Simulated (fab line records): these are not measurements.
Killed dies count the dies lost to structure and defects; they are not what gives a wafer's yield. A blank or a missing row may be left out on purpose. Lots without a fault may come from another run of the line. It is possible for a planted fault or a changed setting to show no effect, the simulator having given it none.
A lot that was struck, set against a sound lot :: flow n5Finfet :: 36 steps out of a route of 1938
Sound: the wafers L778.1, L778.2, L778.3. Struck: wafer L791.4. (L791.1, L791.5 of the same lot were not struck and are left out.) The cause comes at the end.
At each step with rows: each side's tool, then ch and its chambers, then its first start. Under that, the readings that differ: sound wafers :: struck wafers :: difference of the means :: sigmas: that difference in standard deviations of wafers without a fault.
alike: a reading whose means differ by less than 2 such deviations, as well as words and numbers matching on both sides. not compared: withheld readings; readings where some wafer has no value; bounds like >300 that might hide an equal value; numbers whose values overlap and for which the record gives no deviation.
The two part at a step that has a row with sigmas, a row that says differs or no value, or rows on one side only. Numbers that don't overlap but have no deviation are shown without sigmas and don't part them. Lack of a reading on every wafer of one side parts them only where that side has two or more wafers.

first, 9 steps without rows for these wafers: N5_FIN_SAQP_PRECLEAN_42 (cleans in O3/DIW, time 60 s); N5_FIN_SAQP_PRECLEAN_00 (cleans in SC1, time 60 s); N5_FIN_SAQP_PRECLEAN_44 (cleans in SC2, time 45 s); N5_FIN_SAQP_SRD_01 (time 30 s); N5_FIN_SAQP_ALD_61 (deposits SiO2, target thk 4 nm, pulse time 1 s, purge time 2 s); N5_FIN_SAQP_DENSIFY_62 (time 60 s); N5_FIN_SAQP_HM_DEP_03 (deposits SiNx from SiH4/NH3/N2, target thk 38 nm, time 33.6 s); N5_FIN_SAQP_PECVD_47 (deposits a-Si from SiH4/He, target thk 45 nm, time 36.3 s); N5_FIN_SAQP_PECVD_48 (deposits SiNx from SiH4/NH3/N2, target thk 25 nm, time 22.1 s).
N5_FIN_SAQP_PECVD_06: deposits a-Si from SiH4/He, target thk 60 nm, time 48.1 s.
  sound on pecvd-03 ch 1,2, day 2 09:15; struck on pecvd-03 ch 2, day 5 15:07
reading: model.a-Si_of_FIN_SAQP_PECVD_06.thkNm (nm)
sound: 58.77 57.66 58.78
struck: 72.64
difference: +14.24
sigmas: 
  alike: heaterPowerW, showerheadPlenumPTorr, throttleValvePct
N5_FIN_SAQP_THK_MEAS_07:
  sound: filmMetro-02 at day 2 09:22; struck: filmMetro-02 at day 5 15:12
reading: thkNm (nm)
sound: 58.8 57.6 58.8
struck: 72.6
difference: +14.2
sigmas: +14
then, 15 steps without rows for these wafers: N5_FIN_SAQP_HM_DEP_72 (deposits SiO2 from SiH4/N2O, target thk 12 nm, time 7.2 s); N5_FIN_SAQP_COAT_49 (time 60 s, resist thk 100 nm); N5_FIN_SAQP_COAT_50 (time 60 s, resist thk 35 nm); N5_FIN_SAQP_COAT_10 (resist thk 90 nm); N5_FIN_SAQP_EBR_12; N5_FIN_SAQP_SOFTBAKE_11 (time 60 s); N5_FIN_SAQP_EXPOSE_13 (exposes mask FIN CORE, target cd 35.6 nm); N5_FIN_SAQP_PEB_14 (peb time 60 s); N5_FIN_SAQP_DEVELOP_15 (develop time 30 s); N5_FIN_SAQP_DESCUM_21 (chemistry O2, time 7.9 s); N5_FIN_SAQP_ETCH_51 (etches SiARC in CF4, target depth 45.5 nm, time 75.8 s); N5_FIN_SAQP_ETCH_52 (etches SOC in N2/H2, target depth 100 nm, overetch 20 nm, time 150 s); N5_FIN_SAQP_STRIP_53 (strips in N2/H2); N5_FIN_SAQP_HM_OPEN_73 (chemistry CHF3/O2, target SiO2, stops on a-Si, target depth 12 nm, time 16.8 s); N5_FIN_SAQP_STRIP_74 (strips in CHF3/O2).
N5_FIN_SAQP_MANDREL_ETCH_22: etches a-Si in HBr/Cl2, stops on SiNx, target depth 60 nm, bt time 10 s, time 30 s.
  sound on rieSi-03 ch 0,2,3, day 2 10:16; struck on rieSi-01 ch 1, day 5 16:25
reading: oesProductAu (a.u.)
sound: 0.773 0.745 0.787
struck: 0.859
difference: +0.091
sigmas: +5

reading: model.etch.depthNm (nm)
sound: 58.77 57.55 58.78
struck: 72.63
difference: +14.26
sigmas: 
  alike: chamberPressureMTorr, drypumpMotorCurrentA, throttleValvePct
  not compared: rfHoursCounterH
then, 5 steps without rows for these wafers: N5_FIN_SAQP_STRIP_55 (strips in N2/H2); N5_FIN_SAQP_STRIP_23 (strips in SPM, time 750 s); N5_FIN_SAQP_SRD_66 (time 30 s); N5_FIN_SAQP_RECESS_75 (chemistry HF/NH3, target SiO2, target depth 14.4 nm, afs cycles 3, sublimation time 60 s); N5_FIN_SAQP_SPACER1_ALD_24 (deposits SiO2, target thk 20.3 nm, pulse time 1 s, purge time 2 s).
N5_FIN_SAQP_SPACER1_ETCHBACK_25: etches SiO2 in CHF3/O2, target depth 24.4 nm, time 12.2 s.
  sound on rieDiel-06 ch 1,2,3, day 2 11:55; struck on rieDiel-05 ch 3, day 5 18:08
reading: model.a-Si_of_FIN_SAQP_PECVD_06.thkNm (nm)
sound: 57.8 56.6 57.8
struck: 71.6
difference: +14.2
sigmas: 
  alike: chamberPressureMTorr, drypumpMotorCurrentA, mfcArSccm, oesProductAu, rfVppV, showerheadPlenumPTorr, throttleValvePct
  not compared: rfHoursCounterH
then, 1 step without rows for these wafers: N5_FIN_SAQP_MANDREL1_REMOVE_56 (chemistry HBr/Cl2/O2, target a-Si, stops on SiNx, bt time 10 s).
-- the record jumps here: 7 days lie between the struck wafers' starts before and after (it left off in module FIN_SAQP and takes up again in module BEOL_M4, whose first step shown is number 1111 of the route) --
N5_BEOL_M4_RC_MEAS_101:
  sound on prober-01 ch 0, day 9 11:00; struck on prober-01 ch 0, day 13 03:11
  alike: DIBL_N, DIBL_P, IOFF_N, IOFF_P, ION_N, ION_P, SS_N, SS_P, VT_N, VT_P
-- record jumps: 5 days separate the struck wafers' starts on either side; left off in module BEOL_M4, taken up again in module PASSIVATION, whose first shown step is the route's number 1936 --
N5_PASSIVATION_PROBE_49:
  sound: prober-01 at day 13 19:26; struck: prober-01 at day 18 04:10
  alike: defectLimitedYield, killed_at_M0_to_M3, killed_at_M4_up, killedAtContacts, killedAtFrontEnd, killedAtOther, killedDies, killedOpen, killedShort, sort_bin_5_function, sort_bin_6_memory, sortNPass, sortYieldPct

WHERE THEY PART
First at N5_FIN_SAQP_THK_MEAS_07; last, within this record, at N5_FIN_SAQP_MANDREL_ETCH_22. Later steps at which nothing parts them and some readings are alike: N5_FIN_SAQP_SPACER1_ETCHBACK_25, N5_BEOL_M4_RC_MEAS_101, N5_PASSIVATION_PROBE_49.

WHY: the cause the simulator had injected
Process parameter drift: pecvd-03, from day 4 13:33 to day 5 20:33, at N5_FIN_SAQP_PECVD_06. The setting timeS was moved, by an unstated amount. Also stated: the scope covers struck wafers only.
